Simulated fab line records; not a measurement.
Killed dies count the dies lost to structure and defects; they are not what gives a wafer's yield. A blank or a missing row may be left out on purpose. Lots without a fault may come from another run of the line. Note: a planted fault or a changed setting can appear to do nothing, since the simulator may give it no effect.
Which tool is to blame?	flow nand-harc	Sampling: 14 lots, 42 wafers, 4 of 1159 route steps

## WHAT THE GAUGES SHOWED, per wafer
No reading from a measuring or inspecting step in the record can be judged against a usual standard deviation.

## WHAT TOOL EACH LOT RAN ON (gives the tool, then ch and the chambers of the sampled wafers, and finally the start)
lot	NHARC_A_CHANNEL_HOLE_D1_ETCH_22	NHARC_A_CHANNEL_HOLE_D1_ETCH_24	NHARC_A_CHANNEL_FILL_D1_ALD_14	NHARC_A_CHANNEL_FILL_D1_ETCHBACK_19
L872	har-etch-01 ch 0,1, day 8 08:05	har-etch-01 ch 0,1, day 8 09:20	ald-hk-01 ch 1,2, day 8 22:51	rie-si-06 ch 0,1,3, day 9 20:01
L874	har-etch-01 ch 0,1, day 8 18:47	har-etch-01 ch 0,1, day 8 20:02	ald-hk-04 ch 0,1,2, day 9 12:44	rie-si-03 ch 0,1, day 10 05:47
L875	har-etch-01 ch 0,1, day 8 23:26	har-etch-01 ch 0,1, day 9 00:46	ald-hk-04 ch 0,1, day 9 16:17	rie-si-01 ch 0,1, day 10 09:52
L878	har-etch-01 ch 0,1, day 9 16:24	har-etch-01 ch 0,1, day 9 17:40	ald-hk-02 ch 1,2, day 10 03:28	rie-si-03 ch 1,2,3, day 10 20:24
L880	har-etch-02 ch 0,1, day 10 03:06	har-etch-02 ch 0,1, day 10 04:22	ald-hk-04 ch 0,1,2, day 10 15:05	rie-si-06 ch 2,3, day 11 08:08
L881	har-etch-01 ch 0,1, day 10 03:46	har-etch-01 ch 0,1, day 10 05:04	ald-hk-04 ch 2,3, day 10 15:18	rie-si-03 ch 1,2,3, day 11 08:11
L879	har-etch-02 ch 0,1, day 10 07:14	har-etch-02 ch 0,1, day 10 08:30	ald-hk-02 ch 0,1,3, day 10 19:18	rie-si-01 ch 2,3, day 11 12:18
L882	har-etch-01 ch 0,1, day 10 23:14	har-etch-01 ch 0,1, day 11 00:32	ald-hk-02 ch 0,1,2, day 11 11:11	rie-si-03 ch 0,2, day 12 04:02
L883	har-etch-02 ch 0,1, day 11 00:44	har-etch-02 ch 0,1, day 11 02:02	ald-hk-02 ch 1,2, day 11 11:22	rie-si-06 ch 1,2,3, day 12 04:04
L888	har-etch-02 ch 1, day 12 13:24	har-etch-02 ch 1, day 12 14:40	ald-hk-01 ch 0,3, day 13 01:20	rie-si-03 ch 1,3, day 13 19:48
L890	har-etch-01 ch 0,1, day 12 22:28	har-etch-01 ch 0,1, day 12 23:44	ald-hk-02 ch 0,2,3, day 13 10:28	rie-si-03 ch 1,2,3, day 14 03:28
L891	har-etch-02 ch 0,1, day 12 23:59	har-etch-02 ch 0,1, day 13 01:15	ald-hk-02 ch 0,1,2, day 13 10:41	rie-si-01 ch 0,1,2, day 14 03:29
L893	har-etch-02 ch 0,1, day 13 07:14	har-etch-02 ch 0,1, day 13 08:34	ald-hk-01 ch 2,3, day 13 19:32	rie-si-01 ch 1,2,3, day 14 13:17
L894	har-etch-02 ch 1, day 14 04:08	har-etch-02 ch 1, day 14 05:26	ald-hk-01 ch 0,2, day 14 19:21	rie-si-06 ch 0,1,3, day 15 12:17
- NHARC_A_CHANNEL_HOLE_D1_ETCH_22: etches the open film in C4F8/O2/Ar, time 666.7 s, target depth 1600 nm.
- NHARC_A_CHANNEL_HOLE_D1_ETCH_24: etches the open film in C4F8/O2/Ar, time 906.2 s, target depth 1500 nm.
- NHARC_A_CHANNEL_FILL_D1_ALD_14: deposits SiO2, target thk 2.5 nm, pulse time 10 s, ald cycles 25.
- NHARC_A_CHANNEL_FILL_D1_ETCHBACK_19: etches the open film in HBr/Cl2, target depth 5 nm, time 1.7 s.

## AS READ BY THE TOOLS THEMSELVES (means over the sampled wafers that have a number; for cases with no such wafer, the mark the record gives instead)
NHARC_A_CHANNEL_HOLE_D1_ETCH_22.
lot	tool	drypump-motor-current-A (A)	showerhead-plenum-p-Torr (Torr)	temp-c (C)	throttle-valve-pct (%)
L872	har-etch-01	5.5	3.82	-19.98	32.147
L874	har-etch-01	5.8	3.82	-19.98	32.152
L875	har-etch-01	5.5	3.82	-20.06	32.161
L878	har-etch-01	5.5	3.82	-20.04	32.153
L880	har-etch-02	5.7	3.71	-20.17	32.162
L881	har-etch-01	5.8	3.81	-20.02	32.150
L879	har-etch-02	5.7	3.71	-19.93	32.164
L882	har-etch-01	5.8	3.81	-20.14	32.160
L883	har-etch-02	5.7	3.70	-19.91	32.151
L888	har-etch-02	5.8	3.70	-20.11	32.159
L890	har-etch-01	5.8	3.80	-20.03	32.155
L891	har-etch-02	5.6	3.70	-19.99	32.154
L893	har-etch-02	5.7	3.69	-19.95	32.153
L894	har-etch-02	5.8	3.68	-20.08	32.152

NHARC_A_CHANNEL_HOLE_D1_ETCH_24.
lot	tool	drypump-motor-current-A (A)	showerhead-plenum-p-Torr (Torr)	temp-c (C)	throttle-valve-pct (%)
L872	har-etch-01	5.6	3.82	-19.93	32.236
L874	har-etch-01	5.8	3.82	-20.02	32.234
L875	har-etch-01	5.5	3.82	-19.90	32.233
L878	har-etch-01	5.6	3.81	-20.06	32.232
L880	har-etch-02	5.7	3.70	-20.01	32.236
L881	har-etch-01	5.8	3.81	-19.94	32.231
L879	har-etch-02	5.7	3.70	-19.99	32.241
L882	har-etch-01	5.8	3.80	-19.92	32.237
L883	har-etch-02	5.7	3.70	-19.95	32.226
L888	har-etch-02	5.8	3.69	-20.07	32.239
L890	har-etch-01	5.8	3.79	-19.93	32.234
L891	har-etch-02	5.6	3.69	-20.09	32.235
L893	har-etch-02	5.7	3.68	-19.97	32.239
L894	har-etch-02	5.8	3.68	-19.81	32.243

NHARC_A_CHANNEL_FILL_D1_ALD_14.
lot	tool	heater-power-w (W)	precursor-pulse-height-rel
L872	ald-hk-01	459	1.013
L874	ald-hk-04	490	0.990
L875	ald-hk-04	510	1.002
L878	ald-hk-02	509	1.007
L880	ald-hk-04	481	0.995
L881	ald-hk-04	476	1.002
L879	ald-hk-02	434	1.030
L882	ald-hk-02	465	1.004
L883	ald-hk-02	497	1.016
L888	ald-hk-01	477	1.012
L890	ald-hk-02	462	1.022
L891	ald-hk-02	461	1.007
L893	ald-hk-01	526	1.006
L894	ald-hk-01	457	0.990

NHARC_A_CHANNEL_FILL_D1_ETCHBACK_19.
lot	tool	drypump-motor-current-A (A)	hbr-flow-sccm (sccm)	oes-product-au (a.u.)	throttle-valve-pct (%)
L872	rie-si-06	5.9	149.9	0.997	26.405
L874	rie-si-03	5.9	149.9	1.000	26.401
L875	rie-si-01	5.1	150.0	1.004	26.411
L878	rie-si-03	5.9	149.9	1.006	26.396
L880	rie-si-06	6.0	150.3	0.993	26.401
L881	rie-si-03	5.9	150.2	1.001	26.396
L879	rie-si-01	5.9	150.1	0.987	26.412
L882	rie-si-03	6.0	149.8	1.000	26.402
L883	rie-si-06	6.2	150.1	1.003	26.400
L888	rie-si-03	6.1	149.9	0.913	26.405
L890	rie-si-03	5.9	150.3	0.914	26.423
L891	rie-si-01	5.4	149.9	0.994	26.402
L893	rie-si-01	5.7	150.1	1.007	26.401
L894	rie-si-06	5.9	150.4	0.995	26.405

## THE ANSWER, worked out from the rows above alone
Rule: what is usual is taken from the lots themselves. Put in order of their means at a reading, lots are off if they are a third of the lots or fewer, leave a main group of 4 or more, and stand apart from it by a gap of 3 or more times the standard deviation of the main group's means; of several such gaps the widest counts. A main group whose means are all the same, to the digits that the tables above print for the reading, isn't used. Also off: a lot with no number at a reading for which 4 or more lots have one. All remaining lots with rows at the step are treated as sound. Order of review: gauges by route order, followed by the tools' own readings, for which a lot's mean as printed above is used. The first step at which some lot is off is used, and at that step the reading that is off furthest; a lot without a number counts as furthest.
Off, at NHARC_A_CHANNEL_FILL_D1_ETCHBACK_19 on oes-product-au: L888, L890. For the main group the mean is 0.999 a.u. and the standard deviation 0.0057.
If a tool, at that step or one of the process steps before it, ran each lot that is off and ran no sound lot following the first of them, it fits. One fits: rie-si-03 at NHARC_A_CHANNEL_FILL_D1_ETCHBACK_19. Its last sound lot is L882 (day 12 04:02), its first lot that is off L888 (day 13 19:48): a fault that began between those two fits.
On the lots that are off, the tool's own readings at NHARC_A_CHANNEL_FILL_D1_ETCHBACK_19 differ by more than 5 times the standard deviation of the sound lots' means, which bears it out; oes-product-au reads 0.913 a.u. there versus 0.999 a.u. on the sound lots.

## WHAT WAS PUT IN BY THE SIMULATOR
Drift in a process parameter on rie-si-03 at NHARC_A_CHANNEL_FILL_D1_ETCHBACK_19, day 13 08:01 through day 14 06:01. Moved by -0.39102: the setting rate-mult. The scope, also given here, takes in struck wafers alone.
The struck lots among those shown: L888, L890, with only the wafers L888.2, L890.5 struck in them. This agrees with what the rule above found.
